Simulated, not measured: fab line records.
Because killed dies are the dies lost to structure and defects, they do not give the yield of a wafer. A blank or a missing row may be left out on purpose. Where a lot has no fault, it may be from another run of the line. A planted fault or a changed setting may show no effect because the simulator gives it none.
Chamber matching -- flow nand_harc -- NHARC_A_STAIRCASE_TRIM_196 on rie_diel-04 has 4 sister chambers
The step chemistry O2, time 211.2 s. 4 wafers are shown with their chamber, then 7 later ones without.

WAFERS PAIRED WITH THEIR CHAMBERS
wafer,chamber,showerhead_plenum_p_Torr (Torr)
L082.5,1,3.64
L082.6,2,3.28
L091.2,0,3.55
L091.3,3,3.32

WAFERS WITHOUT THEIR CHAMBER
wafer,showerhead_plenum_p_Torr (Torr)
L091.6,3.32
L096.1,3.54
L096.3,3.61
L096.4,3.31
L097.2,3.53
L097.5,3.31
L097.6,3.53

WHICH CHAMBER EACH ONE RAN IN
wafer,from the rows above,in truth
L091.6,3,3
L096.1,0,0
L096.3,can't be placed: 1 or 0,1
L096.4,can't be placed: 3 or 2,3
L097.2,0,0
L097.5,can't be placed: 3 or 2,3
L097.6,0,0
Correctly placed: 4 of 7. Not placeable from these rows: 3 (in 3, the candidates include the true chamber). Placed wrongly: 0.
How it was worked out, from the rows above alone: a wafer's distance from a chamber is the root of the sum, over the readings, of the square of ((its reading less the chamber's mean) divided by the reading's scatter). The wafer belongs to the nearest chamber; if the next one is less than 2 further off, it can't be placed. Each chamber's mean is taken over the wafers shown for it. The scatter: root of mean squared gap, hidden wafer to nearest shown wafer, with one shown wafer a chamber.
